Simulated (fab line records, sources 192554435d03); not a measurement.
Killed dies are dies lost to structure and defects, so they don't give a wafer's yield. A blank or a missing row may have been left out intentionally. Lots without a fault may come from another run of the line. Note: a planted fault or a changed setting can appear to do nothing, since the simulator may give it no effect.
Lot-split experiment :: flow n5_finfet :: on a route of 1938 steps: 7 lots, 21 wafers read

THE SPLIT
At N5_MOL_CONTACT_COAG_ETCH_124 (etches SiNx in CH3F/O2, stops on SiOC, target depth 6.5 nm), the setting source_w was moved away from the recipe's 395 W on 4 of the 21 wafers read, by -13.9% to +6.6%. For the rest of the wafers, this setting stayed at what the recipe calls for.

The reading comes from the split's own step.

THE READING
rf_vpp_V, in V, at N5_MOL_CONTACT_COAG_ETCH_124 (etches SiNx in CH3F/O2, stops on SiOC, target depth 6.5 nm). Typical for fault-free wafers on this fab line: 297 V, with standard deviation 3 V.

wafer: L075.2
tool, chamber at the split: rie_diel-05, 1
source_w as run, W: 340.1
against the recipe: -13.9%
rf_vpp_V, V: 320
against lot-mates on the recipe: +26

wafer: L075.3
tool, chamber at the split: rie_diel-05, 3
source_w as run, W: 395
against the recipe: recipe
rf_vpp_V, V: 293
against lot-mates on the recipe: -

wafer: L075.4
tool, chamber at the split: rie_diel-05, 2
source_w as run, W: 395
against the recipe: recipe
rf_vpp_V, V: 295
against lot-mates on the recipe: -

wafer: L077.1
tool, chamber at the split: rie_diel-06, 3
source_w as run, W: 395
against the recipe: recipe
rf_vpp_V, V: 296
against lot-mates on the recipe: -

wafer: L077.3
tool, chamber at the split: rie_diel-06, 1
source_w as run, W: 395
against the recipe: recipe
rf_vpp_V, V: 298
against lot-mates on the recipe: -

wafer: L077.4
tool, chamber at the split: rie_diel-06, 2
source_w as run, W: 395
against the recipe: recipe
rf_vpp_V, V: 295
against lot-mates on the recipe: -

wafer: L078.1
tool, chamber at the split: rie_diel-02, 2
source_w as run, W: 395
against the recipe: recipe
rf_vpp_V, V: 302
against lot-mates on the recipe: -

wafer: L078.3
tool, chamber at the split: rie_diel-02, 0
source_w as run, W: 395
against the recipe: recipe
rf_vpp_V, V: 294
against lot-mates on the recipe: -

wafer: L078.6
tool, chamber at the split: rie_diel-02, 2
source_w as run, W: 395
against the recipe: recipe
rf_vpp_V, V: 303
against lot-mates on the recipe: -

wafer: L084.2
tool, chamber at the split: rie_diel-05, 1
source_w as run, W: 421.2
against the recipe: +6.6%
rf_vpp_V, V: 290
against lot-mates on the recipe: -6

wafer: L084.4
tool, chamber at the split: rie_diel-05, 1
source_w as run, W: 395
against the recipe: recipe
rf_vpp_V, V: 297
against lot-mates on the recipe: -

wafer: L084.6
tool, chamber at the split: rie_diel-05, 0
source_w as run, W: 395
against the recipe: recipe
rf_vpp_V, V: 296
against lot-mates on the recipe: -

wafer: L087.1
tool, chamber at the split: rie_diel-06, 0
source_w as run, W: 395
against the recipe: recipe
rf_vpp_V, V: 300
against lot-mates on the recipe: -

wafer: L087.5
tool, chamber at the split: rie_diel-06, 2
source_w as run, W: 395
against the recipe: recipe
rf_vpp_V, V: 296
against lot-mates on the recipe: -

wafer: L087.6
tool, chamber at the split: rie_diel-06, 1
source_w as run, W: 395
against the recipe: recipe
rf_vpp_V, V: 300
against lot-mates on the recipe: -

wafer: L088.2
tool, chamber at the split: rie_diel-02, 3
source_w as run, W: 348.6
against the recipe: -11.7%
rf_vpp_V, V: 312
against lot-mates on the recipe: +18

wafer: L088.3
tool, chamber at the split: rie_diel-02, 0
source_w as run, W: 395
against the recipe: recipe
rf_vpp_V, V: 294
against lot-mates on the recipe: -

wafer: L088.6
tool, chamber at the split: rie_diel-02, 0
source_w as run, W: 395
against the recipe: recipe
rf_vpp_V, V: 295
against lot-mates on the recipe: -

wafer: L091.1
tool, chamber at the split: rie_diel-02, 0
source_w as run, W: 376.3
against the recipe: -4.7%
rf_vpp_V, V: 302
against lot-mates on the recipe: +3

wafer: L091.4
tool, chamber at the split: rie_diel-02, 0
source_w as run, W: 395
against the recipe: recipe
rf_vpp_V, V: 295
against lot-mates on the recipe: -

wafer: L091.6
tool, chamber at the split: rie_diel-02, 2
source_w as run, W: 395
against the recipe: recipe
rf_vpp_V, V: 303
against lot-mates on the recipe: -

THE FIT
A straight line over all 21 wafers: rf_vpp_V changes by -1.41 V for each +1% of source_w; r = -0.89; the points scatter about the line by 3.2 V.
The same after taking each lot's own level away (the mean of its wafers on the recipe; 21 wafers): -1.56 V for each +1%; r = -0.93; scatter 2.8 V.
On that fit, the largest move of source_w shifts the reading by 22 V.
The lots' own levels span 294.0 to 299.7 V, that is 1.9 times the standard deviation above.
The two slopes agree, so the slope changes little with the lot-to-lot level.
Check: for one of the wafers moved furthest among these (-13.9%), held out of the fit, the line's prediction against its lot-mates is +17.9 V. Against them it came out at +26 V.
Tool readings at the split's step, against how far the setting was moved: rf_vpp_V r = -0.89.

THE OTHER SPLITS THESE WAFERS WENT THROUGH
These wafers also went through other splits before the reading. Each is held against what the fit with the lots' levels taken away leaves over:
other split on the same wafers: N5_ILD0_CMP_03 down_force_psi
wafers away from the commonest value: 5
r with rf_vpp_V (lot level and that fit taken away): +0.02

other split on the same wafers: N5_ILD0_ALD_15 ald_cycles
wafers away from the commonest value: 8
r with rf_vpp_V (lot level and that fit taken away): -0.09

other split on the same wafers: N5_GATE_CUT_ETCH_56 icp_w
wafers away from the commonest value: 6
r with rf_vpp_V (lot level and that fit taken away): +0.07

other split on the same wafers: N5_GATE_CUT_ETCH_58 source_w
wafers away from the commonest value: 10
r with rf_vpp_V (lot level and that fit taken away): -0.09

other split on the same wafers: N5_GATE_CUT_CUT_ETCH_53 icp_w
wafers away from the commonest value: 9
r with rf_vpp_V (lot level and that fit taken away): -0.08

other split on the same wafers: N5_MOL_CONTACT_COAG_COAT_78 spin_rpm
wafers away from the commonest value: 7
r with rf_vpp_V (lot level and that fit taken away): +0.06

other split on the same wafers: N5_MOL_CONTACT_COAG_EXPOSE_81 dose_mj
wafers away from the commonest value: 6
r with rf_vpp_V (lot level and that fit taken away): +0.07

other split on the same wafers: N5_MOL_CONTACT_COAG_VIA_ETCH_117 bias_w
wafers away from the commonest value: 8
r with rf_vpp_V (lot level and that fit taken away): -0.29

FILE'S OWN FIT
rf_vpp_V changes by -1.57 V for each +1% of source_w, r = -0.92.
